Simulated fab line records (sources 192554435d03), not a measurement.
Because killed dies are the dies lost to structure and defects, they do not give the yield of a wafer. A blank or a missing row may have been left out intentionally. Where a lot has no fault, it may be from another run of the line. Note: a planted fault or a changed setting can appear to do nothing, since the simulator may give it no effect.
fab line records	flow n5-finfet
[record] lots = 24	wafers = 72	last-day = 18
route steps=1938 shown BEOL_M1@793
lots that met no fault: from a run of the same line without faults
start-h: start of the lot's first displayed wafer, in hours after the record's first day	wait-h: hours from the lot's prior step to this one	" as in the row above	L1.1+2: a single row standing in for several wafers	- no value, or no start was given	* or withheld: withheld	< > ~ a bound
route shown NAME@n: a module of which the file shows steps, and the number in the route of the first	usual: average and standard deviation across the fault-free wafers	same: alike in all rows	chamber/n: place in a boat	sites: each site's reading	_std_site: their standard deviation	_edge_site: the outer-site mean with the inner-site mean subtracted	radius-mm: how far each site lies from the wafer's centre	mask NAME#n: copy n	behind: the last tool/chamber to shape the wafer	hold: reason for holding the lot/hours on hold/outcome of the hold	device: transistor that didn't switch, given as n, p or np	end of line: tests of these same wafers at the route's end	a step given without rows: its recipe and nothing more	killed: dies that structure and defects cost at the first sort, which is not the same as the wafer's yield	map: per-die view of a wafer (x killed, . not killed, _ where there is no die)
set.NAME: the setting that was run; set.NAME@STEP: the one run at that earlier step	model.NAME: the simulator's own value behind a step, which no gauge read
the route's steps for a sample of lots (tables are steps, rows are wafers)
services: the hour from which a tool's chamber was out of use, counted from the record's first day as start-h (under 0 if before that day), plus the number of hours and why
[[steps]]
[step N5_BEOL_M1_ETCHBACK_99]
[recipe] chemistry = CHF3	target = SiO2	target-depth-a = 50	time-s = 10.4	source-w = 215	bias-w = 47	Ar_flow_sccm = 200	CHF3_flow_sccm = 12	ion-energy-ev = 100	pressure-mtorr = 30
[usual] CHF3_flow_sccm = 12.00/0.035	bias-w = 47.02/0.15	drypump-motor-current-A = 5.6/0.4	oes_ar_750_au = 0.80/0.08	oes-product-au = 0.80/0.086	rf-fwd-power-W = 212.7/0.94	rf-vpp-V = 242/3.4	showerhead-plenum-p-Torr = 2.19/0.095	throttle-valve-pct = 17.07/0.26
lot.wafer	tool	chamber	start-h	wait-h	CHF3_flow_sccm	bias-w	drypump-motor-current-A	oes_ar_750_au	oes-product-au	rf-fwd-power-W	rf-hours-counter-h	rf-vpp-V	showerhead-plenum-p-Torr	throttle-valve-pct
L075.1	rie-diel-06	0	132.91	0.1	12.03	47.08	5.9	0.95	0.95	213.2	7	241	2.31	17.20
L075.5	"	2	"	"	11.96	46.99	5.8	0.69	0.70	210.4	-	244	2.23	17.26
L075.6	"	3	"	"	11.97	46.99	5.6	0.86	0.87	213.7	-	241	2.28	16.91
L074.2	rie-diel-05	2	133.13	0.2	11.98	46.99	4.9	0.78	0.79	212.5	92	238	2.16	17.23
L074.5	"	2	"	"	11.98	47.11	4.8	0.77	0.78	214.3	-	237	2.16	17.22
L074.6	"	1	"	"	11.96	47.18	5.5	0.78	0.79	212.8	-	242	2.07	17.08
L076.1	rie-diel-06	3	144.15	0.1	12.06	47.02	5.6	0.86	0.85	213.2	49	242	2.28	16.92
L076.4	"	0	"	"	11.99	46.90	5.9	0.93	0.92	212.8	-	242	2.31	17.21
L076.5	"	1	"	"	12.00	47.12	5.0	0.94	0.94	214.1	-	247	2.30	16.53
L077.1	rie-diel-06	0	148.00	3.8	12.06	46.87	5.9	0.93	0.92	212.7	12	242	2.31	17.22
L077.2	"	1	"	"	11.96	47.17	5.0	0.92	0.94	214.1	6	246	2.30	16.54
L077.5	"	0	"	"	11.98	46.94	5.9	0.93	0.92	212.4	-	243	2.31	17.23
L078.1	rie-diel-04	3	156.01	0.7	12.02	46.85	5.9	0.74	0.73	212.9	176	237	2.23	17.42
L078.2	"	0	"	"	11.94	47.09	6.3	0.87	0.86	213.0	36	236	2.19	17.28
L078.4	"	2	"	"	11.98	46.75	5.7	0.71	0.71	213.4	199	243	2.04	17.31
L079.2	rie-diel-06	2	163.20	4.9	11.98	47.11	5.9	0.93	0.95	211.5	2	245	2.22	16.80
L079.4	"	3	"	"	12.02	46.88	5.6	0.84	0.85	212.1	55	242	2.28	16.92
L079.5	"	1	"	"	12.01	47.38	5.0	0.90	0.92	214.8	-	248	2.30	16.53
L080.4	rie-diel-05	2	187.94	0.2	12.01	46.83	4.9	0.76	0.76	212.8	109	237	2.15	17.26
L080.5	"	2	"	"	11.98	47.12	4.9	0.76	0.76	212.1	-	237	2.15	17.27
L080.6	"	1	"	"	12.04	46.99	5.5	0.76	0.77	214.4	-	241	2.06	17.11
L081.2	rie-diel-06	2	193.32	1.2	11.98	47.22	5.8	0.91	0.91	211.5	11	246	2.22	16.81
L081.4	"	3	"	"	12.01	47.02	5.6	0.84	0.84	212.9	64	242	2.28	16.93
L081.5	"	0	"	"	12.05	47.01	5.9	0.90	0.89	213.3	-	240	2.30	17.24
L082.1	rie-diel-04	3	194.50	2.1	12.00	46.73	5.9	0.74	0.71	211.9	188	239	2.22	17.44
L082.4	"	2	"	"	12.02	46.92	5.6	0.70	0.70	212.6	210	243	2.03	17.33
L082.5	"	2	"	"	12.07	46.88	5.7	0.70	0.70	212.0	-	242	2.03	17.32
L084.2	rie-diel-04	0	198.53	0.1	12.00	47.08	6.3	0.86	0.84	212.1	49	236	2.19	17.32
L084.3	"	3	"	"	12.02	47.09	5.9	0.73	0.71	212.9	189	238	2.22	17.44
L084.4	"	1	"	"	12.06	46.89	6.0	0.70	0.71	213.9	218	244	2.22	17.10
L085.1	rie-diel-05	0	203.55	4.5	11.99	46.81	5.9	0.87	0.88	211.3	40	238	2.08	16.83
L085.2	"	1	"	"	11.98	47.23	5.5	0.75	0.76	212.8	141	243	2.06	17.12
L085.4	"	2	"	"	12.03	46.90	4.9	0.76	0.76	211.9	115	236	2.15	17.23
L083.2	rie-diel-04	3	203.58	4.1	11.95	47.00	5.8	0.73	0.69	212.8	190	239	2.22	17.47
L083.5	"	1	"	"	12.04	47.11	6.0	0.70	0.71	213.2	-	244	2.22	17.09
L083.6	"	2	"	"	12.00	47.05	5.6	0.70	0.69	212.7	-	240	2.03	17.32
L086.2	rie-diel-06	2	203.66	3.8	12.02	47.14	5.9	0.89	0.90	212.4	14	244	2.22	16.81
L086.3	"	0	"	"	11.97	47.15	5.9	0.89	0.89	212.3	28	242	2.30	17.26
L086.6	"	3	"	"	12.03	46.83	5.6	0.83	0.83	213.6	-	241	2.28	16.93
L087.1	rie-diel-06	3	206.28	4.9	12.07	47.05	5.6	0.83	0.84	213.5	68	241	2.28	16.94
L087.3	"	2	"	"	11.95	46.99	5.8	0.89	0.90	210.9	15	244	2.22	16.82
L087.4	"	1	"	"	11.95	47.36	5.0	0.88	0.89	213.3	22	247	2.29	16.56
L088.3	rie-diel-05	3	214.17	1.7	11.97	47.31	5.2	0.72	0.71	211.3	226	237	2.03	17.20
L088.4	"	1	"	"	12.07	46.82	5.5	0.75	0.75	212.7	144	241	2.06	17.13
L088.6	"	1	"	"	12.04	46.99	5.4	0.75	0.75	214.2	-	242	2.06	17.14
L089.1	rie-diel-04	1	217.55	1.3	12.06	47.09	6.0	0.71	0.71	213.6	224	243	2.22	17.12
L089.2	"	2	"	"	12.03	46.75	5.7	0.70	0.68	212.4	217	243	2.03	17.33
L089.3	"	3	"	"	11.98	47.05	5.8	0.72	0.70	213.1	194	237	2.22	17.46
L090.1	rie-diel-04	0	219.06	0.8	11.91	46.94	6.3	0.83	0.83	211.9	55	235	2.19	17.33
L090.2	"	2	"	"	12.04	46.92	5.7	0.70	0.69	213.4	217	243	2.03	17.34
L090.5	"	0	"	"	11.99	47.08	6.3	0.85	0.83	210.8	-	236	2.19	17.34
L091.2	rie-diel-05	0	221.84	0.1	11.97	46.98	5.9	0.86	0.87	212.1	46	239	2.08	16.84
L091.4	"	2	"	"	12.02	47.11	4.9	0.75	0.75	211.6	121	236	2.15	17.27
L091.6	"	1	"	"	12.03	47.04	5.5	0.75	0.75	213.7	-	241	2.06	17.15
L092.2	rie-diel-06	1	238.86	4.9	12.03	46.72	5.0	0.86	0.88	213.8	30	248	2.29	16.59
L092.3	"	0	"	"	11.98	47.05	5.9	0.87	0.88	213.3	40	242	2.30	17.29
L092.6	"	3	"	"	11.98	46.98	5.6	0.82	0.82	212.7	-	243	2.27	16.97
L093.1	rie-diel-04	2	242.76	5.4	11.98	46.79	5.6	0.70	0.69	212.5	224	242	2.03	17.33
L093.2	"	3	"	"	12.01	46.99	5.9	0.72	0.71	212.4	201	236	2.22	17.47
L093.5	"	2	"	"	12.01	46.96	5.7	0.69	0.68	213.6	-	242	2.03	17.34
L094.1	rie-diel-04	0	252.08	2.9	12.03	47.18	6.3	0.83	0.81	211.5	64	236	2.18	17.35
L094.4	"	3	"	"	12.02	47.05	5.9	0.72	0.70	212.7	203	237	2.22	17.47
L094.6	"	1	"	"	12.02	46.82	6.0	0.70	0.69	212.6	-	244	2.21	17.13
L095.2	rie-diel-05	1	272.00	1.1	12.04	47.00	5.5	0.74	0.75	213.3	159	241	2.06	17.17
L095.4	"	0	"	"	12.02	46.89	5.8	0.85	0.85	211.6	58	238	2.07	16.85
L095.5	"	0	"	"	12.04	46.83	5.9	0.84	0.85	211.7	-	240	2.08	16.85
L096.1	rie-diel-06	2	275.08	0.1	12.00	47.18	5.9	0.86	0.87	211.5	34	245	2.21	16.86
L096.4	"	1	"	"	11.97	47.09	5.0	0.85	0.87	214.1	40	246	2.29	16.58
L096.5	"	2	"	"	12.01	47.08	5.9	0.85	0.86	211.4	-	245	2.21	16.86
L097.3	rie-diel-06	1	286.99	0.1	12.04	46.95	5.0	0.84	0.85	214.3	44	247	2.28	16.57
L097.4	"	1	"	"	12.02	46.96	5.0	0.84	0.86	214.1	-	248	2.28	16.60
L097.5	"	3	"	"	12.06	46.89	5.6	0.81	0.81	212.7	-	241	2.27	16.99
[step N5_BEOL_M1_SURFACE_TREAT_85]
[recipe] gas = Ar	time-s = *	ion-energy-ev = *	ion-current-ma-cm2 = 0.5	pressure-mtorr = *	ar-flow-sccm = 30
[usual] ar-flow-sccm = 30.01/0.097	throttle-valve-pct = *
lot.wafer	tool	chamber	start-h	wait-h	ar-flow-sccm	throttle-valve-pct
L075.1	pvd-sputter-01	-	134.27	0.1	29.95	*
L075.5	"	-	"	"	30.08	*
L075.6	"	-	"	"	29.94	*
L074.2	pvd-sputter-03	-	134.41	0.1	30.05	*
L074.5	"	-	"	"	29.98	*
L074.6	"	-	"	"	30.01	*
L076.1	pvd-sputter-03	-	145.99	0.3	30.04	*
L076.4	"	-	"	"	30.04	*
L076.5	"	-	"	"	29.99	*
L077.1	pvd-sputter-03	-	149.07	0.1	29.98	*
L077.2	"	-	"	"	29.90	*
L077.5	"	-	"	"	30.00	*
L078.1	pvd-sputter-03	-	157.29	0.1	30.13	*
L078.2	"	-	"	"	30.31	*
L078.4	"	-	"	"	29.89	*
L079.2	pvd-sputter-02	-	164.48	0.2	29.99	*
L079.4	"	-	"	"	29.96	*
L079.5	"	-	"	"	30.04	*
L080.4	pvd-sputter-02	-	188.89	0.2	30.16	*
L080.5	"	-	"	"	29.98	*
L080.6	"	-	"	"	30.09	*
L081.2	pvd-sputter-02	-	194.55	0.2	30.04	*
L081.4	"	-	"	"	30.07	*
L081.5	"	-	"	"	29.98	*
L082.1	pvd-sputter-03	-	195.75	0.2	30.11	*
L082.4	"	-	"	"	29.98	*
L082.5	"	-	"	"	30.10	*
L084.2	pvd-sputter-01	-	199.70	0.3	29.96	*
L084.3	"	-	"	"	29.94	*
L084.4	"	-	"	"	29.85	*
L085.1	pvd-sputter-01	-	204.54	0.1	29.84	*
L085.2	"	-	"	"	29.95	*
L085.4	"	-	"	"	30.11	*
L083.2	pvd-sputter-01	-	204.71	0.1	29.97	*
L083.5	"	-	"	"	30.01	*
L083.6	"	-	"	"	30.11	*
L086.2	pvd-sputter-03	-	206.35	1.7	30.09	*
L086.3	"	-	"	"	30.00	*
L086.6	"	-	"	"	29.90	*
L087.1	pvd-sputter-01	-	207.75	0.3	30.05	*
L087.3	"	-	"	"	30.10	*
L087.4	"	-	"	"	30.15	*
L088.3	pvd-sputter-02	-	215.56	0.2	30.03	*
L088.4	"	-	"	"	29.91	*
L088.6	"	-	"	"	29.99	*
L089.1	pvd-sputter-01	-	219.62	0.2	29.90	*
L089.2	"	-	"	"	30.13	*
L089.3	"	-	"	"	30.04	*
L090.1	pvd-sputter-03	-	220.20	0.3	29.97	*
L090.2	"	-	"	"	30.05	*
L090.5	"	-	"	"	29.97	*
L091.2	pvd-sputter-03	-	223.34	0.3	30.03	*
L091.4	"	-	"	"	30.06	*
L091.6	"	-	"	"	30.13	*
L092.2	pvd-sputter-03	-	240.33	0.2	30.10	*
L092.3	"	-	"	"	29.93	*
L092.6	"	-	"	"	30.00	*
L093.1	pvd-sputter-01	-	243.93	0.2	30.15	*
L093.2	"	-	"	"	29.78	*
L093.5	"	-	"	"	30.13	*
L094.1	pvd-sputter-03	-	253.68	0.1	30.03	*
L094.4	"	-	"	"	30.18	*
L094.6	"	-	"	"	29.92	*
L095.2	pvd-sputter-01	-	273.56	0.2	29.97	*
L095.4	"	-	"	"	29.92	*
L095.5	"	-	"	"	29.88	*
L096.1	pvd-sputter-03	-	276.51	0.1	29.86	*
L096.4	"	-	"	"	30.11	*
L096.5	"	-	"	"	29.97	*
L097.3	pvd-sputter-03	-	287.92	0.1	30.02	*
L097.4	"	-	"	"	30.15	*
L097.5	"	-	"	"	30.09	*
[step N5_BEOL_M1_ANNEAL_49]
[recipe] temp-c = 400	time-s = 240	ambient = vacuum
[usual] heater-power-w = 815/49
lot.wafer	tool	chamber	start-h	wait-h	heater-power-w
L075.1	pvd-sputter-03	-	134.65	0.0	877
L075.5	"	-	"	"	806
L075.6	"	-	"	"	849
L074.2	pvd-sputter-03	-	136.49	0.0	853
L074.5	"	-	"	"	863
L074.6	"	-	"	"	818
L076.1	pvd-sputter-03	-	146.35	0.0	814
L076.4	"	-	"	"	879
L076.5	"	-	"	"	840
L077.1	pvd-sputter-02	-	149.49	0.0	811
L077.2	"	-	"	"	855
L077.5	"	-	"	"	781
L078.1	pvd-sputter-01	-	157.86	0.0	854
L078.2	"	-	"	"	721
L078.4	"	-	"	"	734
L079.2	pvd-sputter-03	-	165.54	0.0	789
L079.4	"	-	"	"	893
L079.5	"	-	"	"	796
L080.4	pvd-sputter-02	-	189.19	0.0	857
L080.5	"	-	"	"	808
L080.6	"	-	"	"	826
L081.2	pvd-sputter-02	-	194.85	0.0	803
L081.4	"	-	"	"	788
L081.5	"	-	"	"	801
L082.1	pvd-sputter-03	-	196.05	0.0	809
L082.4	"	-	"	"	867
L082.5	"	-	"	"	880
L084.2	pvd-sputter-03	-	200.03	0.0	819
L084.3	"	-	"	"	852
L084.4	"	-	"	"	880
L085.1	pvd-sputter-01	-	204.93	0.0	747
L085.2	"	-	"	"	845
L085.4	"	-	"	"	767
L083.2	pvd-sputter-02	-	206.47	0.0	784
L083.5	"	-	"	"	843
L083.6	"	-	"	"	803
L086.2	pvd-sputter-03	-	206.65	0.0	816
L086.3	"	-	"	"	827
L086.6	"	-	"	"	803
L087.1	pvd-sputter-01	-	208.19	0.0	742
L087.3	"	-	"	"	681
L087.4	"	-	"	"	872
L088.3	pvd-sputter-02	-	216.04	0.0	813
L088.4	"	-	"	"	830
L088.6	"	-	"	"	856
L089.1	pvd-sputter-01	-	219.92	0.0	761
L089.2	"	-	"	"	676
L089.3	"	-	"	"	848
L090.1	pvd-sputter-02	-	221.74	0.0	839
L090.2	"	-	"	"	854
L090.5	"	-	"	"	812
L091.2	pvd-sputter-01	-	224.26	0.0	682
L091.4	"	-	"	"	754
L091.6	"	-	"	"	869
L092.2	pvd-sputter-02	-	241.39	0.0	857
L092.3	"	-	"	"	781
L092.6	"	-	"	"	800
L093.1	pvd-sputter-02	-	244.28	0.0	852
L093.2	"	-	"	"	774
L093.5	"	-	"	"	820
L094.1	pvd-sputter-03	-	254.08	0.0	887
L094.4	"	-	"	"	817
L094.6	"	-	"	"	829
L095.2	pvd-sputter-02	-	274.57	0.0	851
L095.4	"	-	"	"	838
L095.5	"	-	"	"	793
L096.1	pvd-sputter-02	-	276.81	0.0	821
L096.4	"	-	"	"	847
L096.5	"	-	"	"	827
L097.3	pvd-sputter-03	-	288.27	0.0	836
L097.4	"	-	"	"	799
L097.5	"	-	"	"	815
[step N5_BEOL_M1_ANNEAL_87]
[recipe] temp-c = 400	time-s = 240	ambient = vacuum
[usual] heater-power-w = 815/44
lot.wafer	tool	chamber	start-h	wait-h	heater-power-w
L075.1	pvd-sputter-03	-	135.31	0.0	873
L075.5	"	-	"	"	795
L075.6	"	-	"	"	853
L074.2	pvd-sputter-03	-	137.15	0.0	826
L074.5	"	-	"	"	886
L074.6	"	-	"	"	821
L076.1	pvd-sputter-03	-	147.01	0.0	776
L076.4	"	-	"	"	876
L076.5	"	-	"	"	821
L077.1	pvd-sputter-02	-	150.15	0.0	813
L077.2	"	-	"	"	836
L077.5	"	-	"	"	811
L078.1	pvd-sputter-01	-	158.52	0.0	831
L078.2	"	-	"	"	744
L078.4	"	-	"	"	762
L079.2	pvd-sputter-03	-	166.20	0.0	817
L079.4	"	-	"	"	892
L079.5	"	-	"	"	802
L080.4	pvd-sputter-02	-	189.85	0.0	845
L080.5	"	-	"	"	800
L080.6	"	-	"	"	817
L081.2	pvd-sputter-02	-	195.51	0.0	795
L081.4	"	-	"	"	804
L081.5	"	-	"	"	797
L082.1	pvd-sputter-03	-	196.71	0.0	815
L082.4	"	-	"	"	857
L082.5	"	-	"	"	863
L084.2	pvd-sputter-03	-	200.69	0.0	824
L084.3	"	-	"	"	845
L084.4	"	-	"	"	886
L085.1	pvd-sputter-01	-	205.59	0.0	743
L085.2	"	-	"	"	851
L085.4	"	-	"	"	759
L083.2	pvd-sputter-02	-	207.13	0.0	827
L083.5	"	-	"	"	844
L083.6	"	-	"	"	800
L086.2	pvd-sputter-03	-	207.31	0.0	815
L086.3	"	-	"	"	861
L086.6	"	-	"	"	807
L087.1	pvd-sputter-01	-	208.85	0.0	759
L087.3	"	-	"	"	697
L087.4	"	-	"	"	840
L088.3	pvd-sputter-02	-	216.70	0.0	836
L088.4	"	-	"	"	811
L088.6	"	-	"	"	836
L089.1	pvd-sputter-01	-	220.58	0.0	758
L089.2	"	-	"	"	701
L089.3	"	-	"	"	846
L090.1	pvd-sputter-02	-	222.40	0.0	839
L090.2	"	-	"	"	844
L090.5	"	-	"	"	809
L091.2	pvd-sputter-01	-	224.92	0.0	685
L091.4	"	-	"	"	751
L091.6	"	-	"	"	860
L092.2	pvd-sputter-02	-	242.05	0.0	831
L092.3	"	-	"	"	812
L092.6	"	-	"	"	789
L093.1	pvd-sputter-02	-	244.94	0.0	828
L093.2	"	-	"	"	793
L093.5	"	-	"	"	820
L094.1	pvd-sputter-03	-	254.74	0.0	861
L094.4	"	-	"	"	811
L094.6	"	-	"	"	813
L095.2	pvd-sputter-02	-	275.23	0.0	859
L095.4	"	-	"	"	842
L095.5	"	-	"	"	809
L096.1	pvd-sputter-02	-	277.47	0.0	811
L096.4	"	-	"	"	832
L096.5	"	-	"	"	817
L097.3	pvd-sputter-03	-	288.93	0.0	811
L097.4	"	-	"	"	818
L097.5	"	-	"	"	822
[step N5_BEOL_M1_ANNEAL_89]
[recipe] temp-c = 400	time-s = 240	ambient = vacuum
[usual] heater-power-w = 815/46
lot.wafer	tool	chamber	start-h	wait-h	heater-power-w
L075.1	pvd-sputter-03	-	135.53	0.0	882
L075.5	"	-	"	"	812
L075.6	"	-	"	"	863
L074.2	pvd-sputter-03	-	137.37	0.0	846
L074.5	"	-	"	"	893
L074.6	"	-	"	"	797
L076.1	pvd-sputter-03	-	147.23	0.0	803
L076.4	"	-	"	"	879
L076.5	"	-	"	"	833
L077.1	pvd-sputter-02	-	150.37	0.0	790
L077.2	"	-	"	"	841
L077.5	"	-	"	"	809
L078.1	pvd-sputter-01	-	158.74	0.0	843
L078.2	"	-	"	"	762
L078.4	"	-	"	"	750
L079.2	pvd-sputter-03	-	166.42	0.0	808
L079.4	"	-	"	"	886
L079.5	"	-	"	"	802
L080.4	pvd-sputter-02	-	190.07	0.0	849
L080.5	"	-	"	"	808
L080.6	"	-	"	"	818
L081.2	pvd-sputter-02	-	195.73	0.0	802
L081.4	"	-	"	"	807
L081.5	"	-	"	"	828
L082.1	pvd-sputter-03	-	196.93	0.0	799
L082.4	"	-	"	"	829
L082.5	"	-	"	"	877
L084.2	pvd-sputter-03	-	200.91	0.0	824
L084.3	"	-	"	"	866
L084.4	"	-	"	"	876
L085.1	pvd-sputter-01	-	205.81	0.0	768
L085.2	"	-	"	"	840
L085.4	"	-	"	"	746
L083.2	pvd-sputter-02	-	207.35	0.0	816
L083.5	"	-	"	"	852
L083.6	"	-	"	"	807
L086.2	pvd-sputter-03	-	207.53	0.0	806
L086.3	"	-	"	"	830
L086.6	"	-	"	"	820
L087.1	pvd-sputter-01	-	209.07	0.0	743
L087.3	"	-	"	"	675
L087.4	"	-	"	"	873
L088.3	pvd-sputter-02	-	216.92	0.0	795
L088.4	"	-	"	"	807
L088.6	"	-	"	"	849
L089.1	pvd-sputter-01	-	220.80	0.0	744
L089.2	"	-	"	"	697
L089.3	"	-	"	"	863
L090.1	pvd-sputter-02	-	222.62	0.0	818
L090.2	"	-	"	"	849
L090.5	"	-	"	"	799
L091.2	pvd-sputter-01	-	225.14	0.0	687
L091.4	"	-	"	"	749
L091.6	"	-	"	"	871
L092.2	pvd-sputter-02	-	242.27	0.0	846
L092.3	"	-	"	"	791
L092.6	"	-	"	"	808
L093.1	pvd-sputter-02	-	245.16	0.0	846
L093.2	"	-	"	"	791
L093.5	"	-	"	"	797
L094.1	pvd-sputter-03	-	254.96	0.0	855
L094.4	"	-	"	"	796
L094.6	"	-	"	"	805
L095.2	pvd-sputter-02	-	275.45	0.0	854
L095.4	"	-	"	"	820
L095.5	"	-	"	"	803
L096.1	pvd-sputter-02	-	277.69	0.0	806
L096.4	"	-	"	"	841
L096.5	"	-	"	"	818
L097.3	pvd-sputter-03	-	289.15	0.0	786
L097.4	"	-	"	"	801
L097.5	"	-	"	"	813
[step N5_BEOL_M1_SPUTTER_92]
[recipe] material = Cu	target-thk-a = 45	temp-c = -20	chamber-pressure-pa = 0.07	power-w = withheld	time-s = 8.29
[usual] chuck-gas-flow-sccm = 1.26/0.05	throttle-valve-pct = 30.1/0.85
lot.wafer	tool	chamber	start-h	wait-h	chuck-gas-flow-sccm	throttle-valve-pct
L075.1	pvd-sputter-03	-	135.89	0.1	1.29	29.9
L075.5	"	-	"	"	1.29	29.2
L075.6	"	-	"	"	1.19	29.8
L074.2	pvd-sputter-03	-	137.73	0.1	1.28	30.1
L074.5	"	-	"	"	1.29	29.8
L074.6	"	-	"	"	1.25	30.6
L076.1	pvd-sputter-03	-	147.59	0.1	1.33	30.1
L076.4	"	-	"	"	1.21	29.8
L076.5	"	-	"	"	1.26	30.1
L077.1	pvd-sputter-02	-	150.73	0.1	1.24	29.7
L077.2	"	-	"	"	1.29	29.5
L077.5	"	-	"	"	1.31	31.7
L078.1	pvd-sputter-01	-	159.10	0.1	1.30	31.2
L078.2	"	-	"	"	1.29	28.4
L078.4	"	-	"	"	1.22	30.0
L079.2	pvd-sputter-03	-	166.78	0.1	1.19	29.6
L079.4	"	-	"	"	1.30	29.8
L079.5	"	-	"	"	1.24	29.2
L080.4	pvd-sputter-02	-	190.43	0.1	1.30	30.0
L080.5	"	-	"	"	1.26	29.7
L080.6	"	-	"	"	1.33	30.7
L081.2	pvd-sputter-02	-	196.09	0.1	1.20	29.6
L081.4	"	-	"	"	1.20	31.7
L081.5	"	-	"	"	1.26	31.9
L082.1	pvd-sputter-03	-	197.29	0.1	1.30	30.4
L082.4	"	-	"	"	1.26	29.8
L082.5	"	-	"	"	1.15	29.8
L084.2	pvd-sputter-03	-	201.27	0.1	1.20	30.1
L084.3	"	-	"	"	1.22	29.9
L084.4	"	-	"	"	1.19	30.1
L085.1	pvd-sputter-01	-	206.17	0.1	1.24	28.0
L085.2	"	-	"	"	1.24	31.1
L085.4	"	-	"	"	1.25	30.1
L083.2	pvd-sputter-02	-	207.71	0.1	1.19	32.2
L083.5	"	-	"	"	1.29	29.7
L083.6	"	-	"	"	1.24	29.7
L086.2	pvd-sputter-03	-	207.89	0.1	1.32	29.4
L086.3	"	-	"	"	1.31	29.8
L086.6	"	-	"	"	1.18	30.3
L087.1	pvd-sputter-01	-	209.43	0.1	1.28	28.1
L087.3	"	-	"	"	1.28	29.9
L087.4	"	-	"	"	1.22	30.6
L088.3	pvd-sputter-02	-	217.28	0.1	1.29	29.6
L088.4	"	-	"	"	1.31	31.0
L088.6	"	-	"	"	1.31	29.9
L089.1	pvd-sputter-01	-	221.16	0.1	1.27	28.1
L089.2	"	-	"	"	1.31	30.2
L089.3	"	-	"	"	1.19	30.8
L090.1	pvd-sputter-02	-	222.98	0.1	1.30	30.8
L090.2	"	-	"	"	1.30	29.8
L090.5	"	-	"	"	1.26	29.6
L091.2	pvd-sputter-01	-	225.50	0.1	1.34	30.0
L091.4	"	-	"	"	1.26	29.9
L091.6	"	-	"	"	1.31	31.0
L092.2	pvd-sputter-02	-	242.63	0.1	1.28	29.8
L092.3	"	-	"	"	1.29	29.7
L092.6	"	-	"	"	1.22	31.9
L093.1	pvd-sputter-02	-	245.52	0.1	1.28	29.8
L093.2	"	-	"	"	1.25	29.8
L093.5	"	-	"	"	1.16	29.7
L094.1	pvd-sputter-03	-	255.32	0.1	1.25	29.6
L094.4	"	-	"	"	1.28	30.2
L094.6	"	-	"	"	1.30	30.4
L095.2	pvd-sputter-02	-	275.81	0.1	1.26	29.7
L095.4	"	-	"	"	1.27	30.5
L095.5	"	-	"	"	1.28	29.7
L096.1	pvd-sputter-02	-	278.05	0.1	1.24	29.6
L096.4	"	-	"	"	1.22	29.8
L096.5	"	-	"	"	1.43	30.7
L097.3	pvd-sputter-03	-	289.51	0.1	1.21	29.3
L097.4	"	-	"	"	1.24	29.9
L097.5	"	-	"	"	1.26	29.2
[[services]]
tool	chamber	start-h	hours	kind
pvd-sputter-01	-	111.58	1.9	repair
rie-diel-06	1	113.51	-	clean
rie-diel-06	1	113.51	-	consumable-replace:focus-ring
rie-diel-06	1	113.51	-	consumable-replace:showerhead
rie-diel-06	1	113.51	17.6	scheduled-down
rie-diel-06	1	113.51	17.6	vent-cycle
rie-diel-06	2	142.38	-	clean
rie-diel-06	2	142.38	-	consumable-replace:focus-ring
rie-diel-06	2	142.38	12.8	scheduled-down
rie-diel-06	2	142.38	12.8	vent-cycle
pvd-sputter-03	-	161.40	1.8	repair
pvd-sputter-03	-	171.10	11.7	repair
pvd-sputter-01	-	188.53	1.3	repair
rie-diel-06	1	231.72	4.9	repair
rie-diel-06	0	280.96	8.9	repair
[[key]]
fault none
